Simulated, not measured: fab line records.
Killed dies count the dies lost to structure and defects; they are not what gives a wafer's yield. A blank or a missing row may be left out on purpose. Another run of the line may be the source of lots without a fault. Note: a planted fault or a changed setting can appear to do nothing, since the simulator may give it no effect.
fab line records	flow nandHarc
record: lots: 12	wafers: 36	lastDay: 24
route steps=1159 shown P_M0@265 END@1159
lots that met no fault: from a run of the same line without faults
startH: start of the lot's first displayed wafer, in hours after the record's first day	waitH: how many hours have passed since the lot's step before this one	" the same as in the row above	L1.1+2: several wafers, shown together as one row	- no value, or no start was given	* or withheld: withheld	< > ~ a bound
route shown NAME@n: NAME is a module with steps in the file, n the number in the route of the first one	usual: mean and standard deviation over wafers with no fault	same: alike in all rows	chamber/n: place in a boat	sites: each site's reading	_std_site: their standard deviation	_edge_site: mean of outer sites minus mean of inner sites	radiusMm: how far each site lies from the wafer's centre	mask NAME#n: copy n	behind: the last tool/chamber to shape the wafer	hold: the reason the lot was held/the length of the hold in hours/how it ended	device: names the non-switching transistor (n, p or np)	end of line: the same wafers' tests at the end of the route	a step without rows: its recipe alone	killed: dies that structure and defects cost at the first sort, which is not the same as the wafer's yield	map: per-die view of a wafer (x killed, . not killed, _ where there is no die)
set.NAME: the setting the step ran with; set.NAME@STEP: the setting that earlier step ran with	model.NAME: the simulator's own value behind a step, which no gauge read
the route's steps for a sample of lots (tables are steps, rows are wafers)
services: when a tool's chamber went out of use (startH, in hours from the record's first day, below 0 if earlier), for how many hours, and the reason
== steps ==
step: NHARC_P_M0_INSPECT_11
usual: rawDefectCount: 3.8/2.2
lot.wafer	tool	chamber	startH	waitH	rawDefectCount
L231.2	defectInspect-02	-	126.57	0.0	3
L231.3	"	-	"	"	4
L231.5	"	-	"	"	3
L233.3	defectInspect-02	-	142.20	0.0	2
L233.5	"	-	"	"	1
L233.6	"	-	"	"	2
L234.1	defectInspect-02	-	148.24	0.0	3
L234.2	"	-	"	"	5
L234.3	"	-	"	"	6
L236.4	defectInspect-02	-	153.12	0.0	4
L236.5	"	-	"	"	2
L236.6	"	-	"	"	6
L235.1	defectInspect-02	-	153.94	0.0	7
L235.5	"	-	"	"	7
L235.6	"	-	"	"	7
L240.1	defectInspect-02	-	190.30	0.0	2
L240.3	"	-	"	"	2
L240.5	"	-	"	"	5
L241.1	defectInspect-02	-	199.56	0.0	2
L241.3	"	-	"	"	5
L241.5	"	-	"	"	9
L243.1	defectInspect-02	-	213.85	0.0	6
L243.3	"	-	"	"	5
L243.6	"	-	"	"	2
L248.2	defectInspect-02	-	225.97	0.0	5
L248.3	"	-	"	"	3
L248.6	"	-	"	"	3
L247.1	defectInspect-01	-	234.73	0.0	6
L247.2	"	-	"	"	4
L247.6	"	-	"	"	1
L251.1	defectInspect-01	-	245.08	0.0	2
L251.3	"	-	"	"	3
L251.4	"	-	"	"	5
L252.2	defectInspect-01	-	250.10	0.0	6
L252.3	"	-	"	"	3
L252.6	"	-	"	"	5
step: NHARC_P_M0_ETCH_15
recipe: targetDepthA: 1500	overetchA: 150	timeS: 82.5	c4f8FlowSccm: withheld	arFlowSccm: 400	rfW: 600	biasW: 300	chemistry: C4F8/Ar
usual: biasW: 300.0/0.83	oesProductAu: 0.954/0.022	rfVppV: 439.8/2.4
lot.wafer	tool	chamber	startH	waitH	biasW	oesProductAu	rfHoursCounterH	rfVppV
L231.2	rieDiel-09	0	-	-	300.5	0.968	3	438.7
L231.3	"	1	"	"	299.5	0.959	3	438.2
L231.5	"	1	"	"	300.5	0.975	-	439.9
L233.3	rieDiel-09	2	-	-	298.1	0.973	5	440.2
L233.5	"	2	"	"	300.3	0.981	-	439.7
L233.6	"	1	"	"	299.6	0.942	-	438.7
L234.2	rieDiel-08	0	-	-	299.7	0.968	1	440.0
L234.3	"	2	"	"	299.2	0.967	2	437.8
L234.1	"	3	"	"	298.2	0.981	1	438.0
L236.4	rieDiel-08	2	-	-	300.5	0.957	2	438.8
L236.5	"	0	"	"	298.9	0.967	-	439.1
L236.6	"	1	"	"	300.4	0.958	-	445.5
L235.1	rieDiel-08	2	-	-	301.3	0.958	2	437.4
L235.6	"	3	"	"	301.4	0.982	-	438.0
L235.5	"	0	"	"	299.9	0.996	-	438.1
L240.1	rieDiel-08	0	-	-	300.3	0.951	4	439.1
L240.3	"	1	"	"	301.2	0.960	4	445.5
L240.5	"	1	"	"	299.9	0.954	-	444.3
L241.1	rieDiel-08	3	-	-	299.1	0.956	5	437.8
L241.3	"	0	"	"	299.5	0.960	5	438.0
L241.5	"	2	"	"	300.5	0.965	-	436.2
L243.1	rieDiel-10	2	-	-	301.9	0.953	1	439.1
L243.3	"	3	"	"	299.2	0.939	1	437.7
L243.6	"	3	"	"	300.2	0.941	-	438.1
L248.2	rieDiel-09	3	-	-	299.9	0.977	8	441.4
L248.3	"	0	"	"	298.6	0.914	12	437.9
L248.6	"	1	"	"	300.4	0.916	-	438.2
L247.2	rieDiel-09	1	-	-	299.2	0.916	11	438.3
L247.1	"	0	"	"	301.7	0.918	14	438.5
L247.6	"	1	"	"	300.2	0.912	-	439.4
L251.1	rieDiel-09	2	-	-	300.0	0.928	14	439.6
L251.4	"	3	"	"	300.8	0.945	9	442.1
L251.3	"	1	"	"	299.6	0.927	11	439.4
L252.3	rieDiel-08	3	-	-	299.6	0.969	8	438.7
L252.2	"	1	"	"	299.4	0.978	8	442.8
L252.6	"	0	"	"	300.7	0.981	-	438.5
step: NHARC_P_M0_ECD_22
recipe: targetThkA: 4000	bathTempC: 25	material: Cu
lot.wafer	tool	chamber	startH	waitH
L231.2+3+5	ecdCu-01	0	128.00	-
L233.3+6+5	ecdCu-01	0,1,0	143.75	-
L234.2+1+3	ecdCu-02	0,1,1	149.63	-
L236.4+6+5	ecdCu-02	0,0,1	154.62	-
L235.1+5+6	ecdCu-01	1,0,1	155.37	-
L240.1+3+5	ecdCu-02	0,0,1	191.74	-
L241.1+3+5	ecdCu-02	0,1,0	200.99	-
L243.1+3+6	ecdCu-01	1	215.25	-
L248.2+3+6	ecdCu-01	1,0,0	227.44	-
L247.2+1+6	ecdCu-01	0,1,1	236.46	-
L251.1+4+3	ecdCu-01	1,1,0	246.44	-
L252.2+3+6	ecdCu-02	1,1,0	251.49	-
step: NHARC_P_M0_CMP_23
recipe: tOverpolishS: 20	targetThkNm: 117.53
usual: motorCurrentA: 12.1/1.3	retainingRingPressureFrac: 0.999/0.005	timeToEndpointS: 28.4/2.3
same: tOverpolishS: 20
lot.wafer	tool	chamber	startH	waitH	motorCurrentA	retainingRingPressureFrac	timeToEndpointS
L231.2	cmp-04	2	128.90	-	14.4	1.002	29.7
L231.3	"	0	"	"	11.9	0.999	28.3
L231.5	"	1	"	"	11.0	0.991	27.2
L233.3	cmp-01	3	144.33	-	13.5	0.994	29.3
L233.5	"	3	"	"	13.2	0.987	26.4
L233.6	"	0	"	"	11.4	1.007	25.6
L234.3	cmp-01	0	150.35	-	11.4	0.998	28.2
L234.1	"	2	"	"	10.8	0.992	27.4
L234.2	"	3	"	"	12.9	0.994	28.6
L236.4	cmp-01	1	155.33	-	11.5	0.998	29.9
L236.6	"	2	"	"	11.1	0.998	27.8
L236.5	"	3	"	"	13.9	0.999	29.9
L235.1	cmp-01	3	156.05	-	12.8	1.001	29.5
L235.6	"	3	"	"	12.7	1.002	28.9
L235.5	"	0	"	"	10.8	0.996	27.4
L240.1	cmp-04	2	192.41	-	14.8	0.992	7.6
L240.3	"	0	"	"	13.5	0.999	7.7
L240.5	"	2	"	"	14.4	0.990	27.0
L241.1	cmp-03	1	201.82	-	11.2	0.998	10.0
L241.3	"	2	"	"	14.0	1.006	27.9
L241.5	"	1	"	"	12.3	1.007	11.7
L243.3	cmp-03	1	216.01	-	11.4	1.002	32.4
L243.1	"	3	"	"	11.7	0.989	33.2
L243.6	"	1	"	"	11.3	0.996	31.7
L248.2	cmp-04	0	228.11	-	12.8	0.997	32.4
L248.3	"	3	"	"	10.8	1.004	29.1
L248.6	"	0	"	"	13.1	0.995	30.4
L247.2	cmp-01	1	237.29	-	11.0	1.001	24.5
L247.1	"	0	"	"	11.6	1.003	26.0
L247.6	"	2	"	"	11.5	1.006	26.5
L251.1	cmp-04	0	247.19	-	13.1	1.000	28.4
L251.4	"	1	"	"	10.9	0.986	27.0
L251.3	"	2	"	"	14.2	0.996	28.1
L252.2	cmp-03	1	252.16	-	11.0	1.004	27.8
L252.3	"	0	"	"	11.3	0.995	28.5
L252.6	"	1	"	"	11.7	1.007	26.9
step: NHARC_P_M0_THK_MEAS_24
recipe: thkMeasGauge: xrf
usual: thkNm: 117.1/1.3
lot.wafer	tool	chamber	startH	waitH	thkNm
L231.2	filmMetro-01	-	129.19	-	117.2
L231.3	"	-	"	"	116.1
L231.5	"	-	"	"	117.3
L233.3	filmMetro-01	-	144.64	-	119.8
L233.5	"	-	"	"	115.9
L233.6	"	-	"	"	116.7
L234.1	filmMetro-02	-	150.67	-	115.3
L234.2	"	-	"	"	116.6
L234.3	"	-	"	"	115.0
L236.4	filmMetro-01	-	155.57	-	117.7
L236.5	"	-	"	"	117.6
L236.6	"	-	"	"	115.4
L235.1	filmMetro-02	-	156.37	-	119.0
L235.5	"	-	"	"	117.4
L235.6	"	-	"	"	119.4
L240.1	filmMetro-01	-	192.73	-	117.2
L240.3	"	-	"	"	118.8
L240.5	"	-	"	"	116.4
L241.1	filmMetro-01	-	202.13	-	115.8
L241.3	"	-	"	"	115.3
L241.5	"	-	"	"	115.9
L243.1	filmMetro-02	-	216.29	-	116.2
L243.3	"	-	"	"	119.3
L243.6	"	-	"	"	116.7
L248.2	filmMetro-01	-	228.42	-	116.4
L248.3	"	-	"	"	118.1
L248.6	"	-	"	"	116.5
L247.1	filmMetro-01	-	237.60	-	114.7
L247.2	"	-	"	"	115.6
L247.6	"	-	"	"	116.0
L251.1	filmMetro-02	-	247.47	-	116.4
L251.3	"	-	"	"	118.5
L251.4	"	-	"	"	116.0
L252.2	filmMetro-01	-	252.47	-	116.9
L252.3	"	-	"	"	119.0
L252.6	"	-	"	"	118.1
step: NHARC_END_SORT_01
recipe: tempC: 25
usual: defectLimitedYield: 95.1/1.6	killedAtArray: 29/11	killedAtOther: 0.6/0.92	killedAtPeriphery: 3.2/2	killedDies: 33/11	killedOpen: 3.2/2	killedShort: 1.9/1.5	sort_bin_2_pct: 1.6/0.67	sort_bin_3_pct: 0.26/0.22	sort_bin_4_pct: 3.1/1.1	sortNPass: 644/11	sortRimYieldPct: 96.3/2.5	sortYieldPct: 95.1/1.6
same: grossDies: 677	sort_bin_5_pct[%]: 0	sort_bin_6_pct[%]: 0	sort_bin_7_pct[%]: 0	sort_bin_8_pct[%]: 0	sortRimNGross: 106.00
lot.wafer	tool	chamber	startH	waitH	defectLimitedYield[%]	killedAtArray	killedAtOther	killedAtPeriphery	killedDies	killedOpen	killedShort	sort_bin_2_pct[%]	sort_bin_3_pct[%]	sort_bin_4_pct[%]	sortNPass	sortRimYieldPct[%]	sortYieldPct[%]
L233.3	prober-01	0	455.35	3.1	95.9	25	2	1	28	4	1	1.5	0.44	2.2	649	97.2	95.9
L233.5	prober-01	0	456.93	3.7	96.9	19	0	2	21	5	2	0.7	0.15	2.2	656	99.1	96.9
L233.6	prober-01	0	457.72	3.9	96.6	23	0	0	23	2	2	1.0	0.15	2.2	654	97.2	96.6
L231.2	prober-02	0	460.25	2.8	96.9	19	0	2	21	1	1	0.9	0	2.2	656	97.2	96.9
L231.3	prober-02	0	461.03	3.1	96.2	23	0	3	26	3	1	0.7	0	3.1	651	99.1	96.2
L231.5	prober-02	0	462.61	3.7	96.8	22	0	0	22	4	3	1.2	0.15	1.9	655	99.1	96.8
L234.1	prober-01	0	470.61	2.5	94.4	35	1	2	38	3	4	2.2	0	3.4	639	93.4	94.4
L234.2	prober-01	0	471.42	2.8	94.7	34	1	1	36	0	0	2.1	0.30	3.0	641	98.1	94.7
L234.3	prober-01	0	472.24	3.1	94.7	32	1	3	36	1	4	1.3	0.59	3.4	641	98.1	94.7
L235.1	prober-01	0	484.80	2.5	94.5	31	1	5	37	1	2	0.9	0.30	4.3	640	96.2	94.5
L235.5	prober-01	0	488.00	3.7	93.5	38	1	5	44	0	1	2.8	0.15	3.5	633	96.2	93.5
L235.6	prober-01	0	488.79	4.0	94.5	30	3	4	37	3	4	1.6	0.44	3.4	640	99.1	94.5
L236.4	prober-02	0	487.30	3.5	97.8	12	2	1	15	0	3	1.0	0	1.2	662	99.1	97.8
L236.5	prober-02	0	488.11	3.8	96.8	12	6	4	22	4	2	1.5	0.15	1.6	655	96.2	96.8
L236.6	prober-02	0	488.92	4.1	97.0	17	0	3	20	8	3	0.6	0.15	2.2	657	98.1	97.0
L241.1	prober-02	0	510.80	2.5	94.7	26	0	10	36	6	1	2.1	0.15	3.1	641	93.4	94.7
L241.3	prober-02	0	512.39	3.1	96.0	25	0	2	27	1	3	0.9	0.15	3.0	650	95.3	96.0
L241.5	prober-02	0	513.99	3.7	93.8	28	0	14	42	1	1	2.8	0.44	3.0	635	94.3	93.8
L243.1	prober-01	0	527.10	2.5	97.6	13	0	3	16	5	2	0.7	0	1.6	661	99.1	97.6
L243.3	prober-01	0	528.70	3.1	97.0	18	1	1	20	6	2	1.0	0.15	1.8	657	97.2	97.0
L243.6	prober-01	0	531.10	4.0	98.2	11	1	0	12	4	0	0.6	0	1.2	665	98.1	98.2
L248.2	prober-02	0	563.57	2.8	95.4	26	1	4	31	3	3	0.9	0.59	3.1	646	96.2	95.4
L248.3	prober-02	0	564.38	3.1	96.2	23	1	2	26	1	0	1.5	0.30	2.1	651	94.3	96.2
L248.6	prober-02	0	566.79	4.0	94.4	34	1	3	38	7	3	1.2	0.44	4.0	639	91.5	94.4
L247.1	prober-02	0	570.57	2.5	91.1	57	1	2	60	3	2	2.7	0.44	5.8	617	98.1	91.1
L247.2	prober-02	0	571.37	2.8	93.1	43	2	2	47	2	0	2.8	0.30	3.8	630	89.6	93.1
L247.6	prober-02	0	574.57	4.0	91.9	52	2	1	55	5	1	1.8	0.59	5.8	622	95.3	91.9
L252.2	prober-02	0	579.19	2.8	94.5	32	0	5	37	0	1	1.2	0.44	3.8	640	96.2	94.5
L252.3	prober-02	0	579.98	3.1	91.6	51	0	6	57	3	5	1.8	0.44	6.2	620	87.7	91.6
L252.6	prober-02	0	582.36	4.0	92.2	47	0	6	53	2	1	2.1	0.44	5.3	624	97.2	92.2
L251.1	prober-01	0	579.35	2.5	94.5	33	1	3	37	5	4	2.4	0.15	3.0	640	94.3	94.5
L251.3	prober-01	0	580.94	3.1	93.9	39	1	1	41	5	0	2.4	0	3.7	636	96.2	93.9
L251.4	prober-01	0	581.74	3.4	95.4	28	1	2	31	2	4	1.6	0.44	2.5	646	90.6	95.4
killed by level:class
L233.3 A_CHANNEL_HOLE_D1:chamberFilmFlake=18 STARTING-WAFER:geometricParticle:open=2 A_CHANNEL_FILL_D1:chamberFilmFlake=2 A_WL_FILL:chamberFilmFlake=2 P_M1:geometricParticle:open=1 A_CHANNEL_FILL_D1:geometricParticle:open=1 A_CONTACT:geometricParticle:short=1 A_CONTACT:chamberFilmFlake=1
L233.5 A_CHANNEL_HOLE_D1:chamberFilmFlake=12 A_ONON_D1:geometricParticle:short=2 A_M0:geometricParticle:open=2 P_CONTACT:geometricParticle:open=1 A_CHANNEL_FILL_D1:geometricParticle:open=1 A_CONTACT:geometricParticle:open=1 P_BONDPAD:chamberFilmFlake=1 A_CHANNEL_FILL_D1:chamberFilmFlake=1
L233.6 A_CHANNEL_HOLE_D1:chamberFilmFlake=15 A_CHANNEL_FILL_D1:chamberFilmFlake=2 A_ONON_D1:geometricParticle:open=1 A_ONON_D1:geometricParticle:short=1 A_CHANNEL_FILL_D1:geometricParticle:short=1 A_CONTACT:geometricParticle:open=1 A_SLIT:chamberFilmFlake=1 A_CONTACT:chamberFilmFlake=1
L231.2 A_CHANNEL_HOLE_D1:chamberFilmFlake=13 P_STI:chamberFilmFlake=2 A_STAIRCASE:chamberFilmFlake=2 A_BLC:geometricParticle:open=1 A_M0:geometricParticle:short=1 A_SLIT:chamberFilmFlake=1 A_CONTACT:chamberFilmFlake=1
L231.3 A_CHANNEL_HOLE_D1:chamberFilmFlake=11 A_STAIRCASE:chamberFilmFlake=4 P_STI:chamberFilmFlake=3 A_CONTACT:geometricParticle:open=2 A_ZERO_WELL:chamberFilmFlake=2 A_BLC:geometricParticle:short=1 A_M1:geometricParticle:open=1 A_WL_FILL:chamberFilmFlake=1
L231.5 A_CHANNEL_HOLE_D1:chamberFilmFlake=11 A_CONTACT:geometricParticle:open=2 A_CONTACT:chamberFilmFlake=2 A_ONON_D1:geometricParticle:short=1 A_CONTACT:geometricParticle:short=1 A_BLC:geometricParticle:open=1 A_M0:geometricParticle:open=1 A_M1:geometricParticle:short=1
L234.1 A_CHANNEL_HOLE_D1:chamberFilmFlake=16 A_SLIT:chamberFilmFlake=7 A_STAIRCASE:chamberFilmFlake=4 A_CONTACT:geometricParticle:short=2 A_ONON_D1:geometricParticle:short=1 A_CHANNEL_HOLE_D1:geometricParticle:open=1 A_CHANNEL_FILL_D1:geometricParticle:open=1 A_WL_FILL:geometricParticle:short=1
L234.2 A_CHANNEL_HOLE_D1:chamberFilmFlake=16 A_SLIT:chamberFilmFlake=12 A_STAIRCASE:chamberFilmFlake=4 P_GATE:chamberFilmFlake=1 A_CHANNEL_FILL_D1:chamberFilmFlake=1 A_BLC:chamberFilmFlake=1 THIN_TSV:chamberFilmFlake=1
L234.3 A_CHANNEL_HOLE_D1:chamberFilmFlake=11 A_SLIT:chamberFilmFlake=10 A_CHANNEL_FILL_D1:chamberFilmFlake=3 P_ZERO_WELL:chamberFilmFlake=2 A_STAIRCASE:chamberFilmFlake=2 P_M1:geometricParticle:open=1 A_CHANNEL_HOLE_D1:geometricParticle:short=1 A_WL_FILL:geometricParticle:short=1
L235.1 A_CHANNEL_HOLE_D1:chamberFilmFlake=18 A_SLIT:chamberFilmFlake=7 P_STI:chamberFilmFlake=3 A_SGD_CUT:chamberFilmFlake=2 A_CONTACT:chamberFilmFlake=2 P_ZERO_WELL:geometricParticle:open=1 P_CONTACT:geometricParticle:short=1 A_BLC:geometricParticle:short=1
L236.4 A_STAIRCASE:chamberFilmFlake=4 A_ZERO_WELL:chamberFilmFlake=2 A_CHANNEL_HOLE_D1:chamberFilmFlake=2 THIN_TSV:chamberFilmFlake=2 A_SOURCE_PLATE:geometricParticle:short=1 A_CHANNEL_FILL_D1:geometricParticle:short=1 A_WL_FILL:geometricParticle:short=1 P_ZERO_WELL:chamberFilmFlake=1
L235.5 A_CHANNEL_HOLE_D1:chamberFilmFlake=18 A_SLIT:chamberFilmFlake=10 P_STI:chamberFilmFlake=4 A_STAIRCASE:chamberFilmFlake=4 A_CHANNEL_FILL_D1:chamberFilmFlake=3 A_SGD_CUT:chamberFilmFlake=2 P_GATE:geometricParticle:short=1 A_CONTACT:chamberFilmFlake=1
L236.5 THIN_TSV:chamberFilmFlake=5 A_STAIRCASE:chamberFilmFlake=4 A_WL_FILL:chamberFilmFlake=2 P_M1:geometricParticle:open=1 A_CHANNEL_FILL_D1:geometricParticle:open=1 A_WL_FILL:geometricParticle:open=1 A_CONTACT:geometricParticle:open=1 A_BLC:geometricParticle:short=1
L235.6 A_SLIT:chamberFilmFlake=12 A_CHANNEL_HOLE_D1:chamberFilmFlake=10 A_CONTACT:chamberFilmFlake=3 THIN_TSV:chamberFilmFlake=3 A_CONTACT:geometricParticle:open=2 P_STI:chamberFilmFlake=2 P_CONTACT:geometricParticle:short=1 P_M0:geometricParticle:short=1
L236.6 A_M0:geometricParticle:open=3 A_ONON_D1:geometricParticle:open=2 A_CHANNEL_HOLE_D1:chamberFilmFlake=2 A_WL_FILL:chamberFilmFlake=2 A_CONTACT:chamberFilmFlake=2 P_GATE:geometricParticle:short=1 P_M0:geometricParticle:open=1 A_ONON_D1:geometricParticle:short=1
L241.1 A_SLIT:chamberFilmFlake=9 A_CONTACT:chamberFilmFlake=6 A_CHANNEL_HOLE_D1:chamberFilmFlake=5 P_M0:areaEcd=5 A_CONTACT:geometricParticle:open=2 A_WL_FILL:chamberFilmFlake=2 P_STI:geometricParticle:open=1 P_STI:geometricParticle:short=1
L241.3 A_SLIT:chamberFilmFlake=9 A_CHANNEL_HOLE_D1:chamberFilmFlake=4 A_CONTACT:chamberFilmFlake=4 A_STAIRCASE:chamberFilmFlake=3 A_WL_FILL:geometricParticle:short=2 A_CHANNEL_FILL_D1:geometricParticle:open=1 A_CHANNEL_FILL_D1:geometricParticle:short=1 P_ZERO_WELL:chamberFilmFlake=1
L241.5 A_SLIT:chamberFilmFlake=11 P_M0:areaEcd=10 A_CONTACT:chamberFilmFlake=6 A_CHANNEL_HOLE_D1:chamberFilmFlake=5 A_STAIRCASE:chamberFilmFlake=4 P_ZERO_WELL:chamberFilmFlake=2 P_M0:geometricParticle:short=1 A_CHANNEL_FILL_D1:geometricParticle:open=1
L243.1 A_CONTACT:chamberFilmFlake=4 A_STAIRCASE:chamberFilmFlake=3 A_CHANNEL_HOLE_D1:geometricParticle:short=2 P_M0:geometricParticle:open=1 A_CHANNEL_FILL_D1:geometricParticle:open=1 A_WL_FILL:geometricParticle:open=1 A_CONTACT:geometricParticle:open=1 A_BLC:geometricParticle:open=1
L243.3 A_CHANNEL_HOLE_D1:chamberFilmFlake=5 A_CONTACT:chamberFilmFlake=4 A_WL_FILL:geometricParticle:open=2 A_STAIRCASE:chamberFilmFlake=2 A_ONON_D1:geometricParticle:short=1 A_ONON_D1:geometricParticle:open=1 A_CHANNEL_FILL_D1:geometricParticle:short=1 A_CHANNEL_FILL_D1:geometricParticle:open=1
L243.6 A_CHANNEL_HOLE_D1:chamberFilmFlake=3 A_CHANNEL_FILL_D1:geometricParticle:open=2 A_STAIRCASE:chamberFilmFlake=2 A_CONTACT:chamberFilmFlake=2 A_SGD_CUT:geometricParticle:open=1 STARTING-WAFER:geometricParticle:open=1 A_WL_FILL:chamberFilmFlake=1
L248.2 A_SLIT:chamberFilmFlake=13 A_STAIRCASE:chamberFilmFlake=5 A_CHANNEL_HOLE_D1:chamberFilmFlake=3 P_M0:geometricParticle:open=2 A_CONTACT:chamberFilmFlake=2 P_STI:geometricParticle:short=1 A_WL_FILL:geometricParticle:open=1 A_BLC:geometricParticle:short=1
L248.3 A_SLIT:chamberFilmFlake=12 A_CHANNEL_HOLE_D1:chamberFilmFlake=5 A_STAIRCASE:chamberFilmFlake=3 A_CONTACT:chamberFilmFlake=3 P_CONTACT:geometricParticle:open=1 P_M1:chamberFilmFlake=1 THIN_TSV:chamberFilmFlake=1
L248.6 A_SLIT:chamberFilmFlake=18 A_CHANNEL_HOLE_D1:chamberFilmFlake=5 A_CONTACT:geometricParticle:open=2 A_STAIRCASE:chamberFilmFlake=2 A_CONTACT:chamberFilmFlake=2 P_GATE:geometricParticle:open=1 P_CONTACT:geometricParticle:open=1 P_CONTACT:geometricParticle:short=1
L247.1 A_CHANNEL_HOLE_D1:chamberFilmFlake=21 A_SLIT:chamberFilmFlake=19 A_STAIRCASE:chamberFilmFlake=9 A_CONTACT:chamberFilmFlake=4 P_M0:geometricParticle:open=1 A_ONON_D1:geometricParticle:short=1 A_WL_FILL:geometricParticle:open=1 A_CONTACT:geometricParticle:open=1
L247.2 A_CHANNEL_HOLE_D1:chamberFilmFlake=18 A_SLIT:chamberFilmFlake=15 A_STAIRCASE:chamberFilmFlake=6 A_CONTACT:chamberFilmFlake=3 THIN_TSV:chamberFilmFlake=2 P_CONTACT:geometricParticle:open=1 A_BLC:geometricParticle:open=1 P_M1:chamberFilmFlake=1
L247.6 A_CHANNEL_HOLE_D1:chamberFilmFlake=22 A_SLIT:chamberFilmFlake=15 A_CONTACT:chamberFilmFlake=5 A_STAIRCASE:chamberFilmFlake=4 A_CHANNEL_FILL_D1:geometricParticle:open=2 THIN_TSV:chamberFilmFlake=2 A_SOURCE_PLATE:geometricParticle:short=1 A_WL_FILL:geometricParticle:open=1
L252.2 A_SLIT:chamberFilmFlake=20 A_CHANNEL_HOLE_D1:chamberFilmFlake=6 P_M2:chamberFilmFlake=3 A_CONTACT:chamberFilmFlake=2 A_BLC:chamberFilmFlake=2 A_BLC:geometricParticle:short=1 P_STI:chamberFilmFlake=1 P_GATE:chamberFilmFlake=1
L251.1 A_SLIT:chamberFilmFlake=14 A_CHANNEL_HOLE_D1:chamberFilmFlake=11 P_CONTACT:geometricParticle:short=2 A_WL_FILL:geometricParticle:open=2 P_CONTACT:geometricParticle:open=1 A_ONON_D1:geometricParticle:short=1 A_STAIRCASE:geometricParticle:open=1 A_CONTACT:geometricParticle:open=1
L252.3 A_SLIT:chamberFilmFlake=16 A_CONTACT:chamberFilmFlake=14 A_BLC:chamberFilmFlake=7 A_STAIRCASE:chamberFilmFlake=4 A_CHANNEL_HOLE_D1:chamberFilmFlake=3 A_M1:geometricParticle:short=2 P_M2:chamberFilmFlake=2 P_CONTACT:geometricParticle:short=1
L251.3 A_SLIT:chamberFilmFlake=22 A_CONTACT:chamberFilmFlake=5 A_CHANNEL_HOLE_D1:chamberFilmFlake=4 A_STAIRCASE:chamberFilmFlake=3 P_M0:geometricParticle:open=1 A_CHANNEL_HOLE_D1:geometricParticle:open=1 A_WL_FILL:geometricParticle:open=1 A_CONTACT:geometricParticle:open=1
L251.4 A_SLIT:chamberFilmFlake=10 A_CHANNEL_HOLE_D1:chamberFilmFlake=7 A_CONTACT:chamberFilmFlake=5 P_CONTACT:geometricParticle:short=1 A_CHANNEL_FILL_D1:geometricParticle:short=1 A_CHANNEL_FILL_D1:geometricParticle:open=1 A_BLC:geometricParticle:short=1 A_M0:geometricParticle:open=1
L252.6 A_SLIT:chamberFilmFlake=17 A_CHANNEL_HOLE_D1:chamberFilmFlake=10 A_CONTACT:chamberFilmFlake=8 A_BLC:chamberFilmFlake=5 A_STAIRCASE:chamberFilmFlake=4 P_M2:chamberFilmFlake=2 A_WL_FILL:chamberFilmFlake=2 P_ZERO_WELL:geometricParticle:open=1
== services ==
tool	chamber	startH	hours	kind
cmp-04	-	105.00	4.0	pm
rieDiel-08	-	125.00	9.0	pm
rieDiel-09	3	126.59	25.4	repair
rieDiel-09	1	134.57	4.0	repair
cmp-04	-	138.91	1.7	repair
cmp-03	-	144.40	4.6	repair
cmp-04	-	145.19	0.2	repair
rieDiel-09	1	153.34	21.4	repair
cmp-03	-	156.00	4.0	pm
rieDiel-09	2	173.81	23.0	repair
rieDiel-09	-	179.50	0.3	repair
cmp-01	-	179.53	4.0	pm
ecdCu-02	-	180.00	8.0	pm
rieDiel-09	-	181.03	1.2	repair
cmp-03	-	188.12	2.5	repair
rieDiel-09	2	198.93	2.1	repair
cmp-01	-	200.08	2.4	repair
cmp-04	-	203.00	4.0	pm
cmp-01	-	218.23	1.0	repair
cmp-04	-	222.47	5.2	repair
cmp-01	-	222.95	3.0	repair
rieDiel-08	0	223.77	14.5	repair
rieDiel-09	3	228.41	9.7	repair
cmp-01	-	247.27	1.2	repair
== key ==
firstSign: step: NHARC_P_M0_CMP_23	reading: timeToEndpointS	direction: down	sigmas: 8.4	usual: *	struck: *
effect: step: NHARC_END_SORT_01	reading: killedAtPeriphery	direction: up	sigmas: 4.3	usual: 3.2	struck: 12
metAt NHARC_P_M0_ECD_22
struckLots L240,L241
struckWafers L240.1,L240.3,L241.1,L241.5
sortLeftOut L240.1,L240.3
notActingAt NHARC_P_M0_INSPECT_11,NHARC_P_M0_ETCH_15,NHARC_P_M0_THK_MEAS_24
onsetBetween 154.62 191.74
fault: kind: processParameterDrift	tool: ecdCu-02	chamber: 0	onsetH: 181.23	steps: NHARC_P_M0_ECD_22	channel: targetThkA	offset: *	shape: step	endH: 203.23	actsIn: *	stated: *
sortLeftOut: the simulated sort isn't trusted on such a fault, so these wafers' sort isn't shown, and their yield isn't known
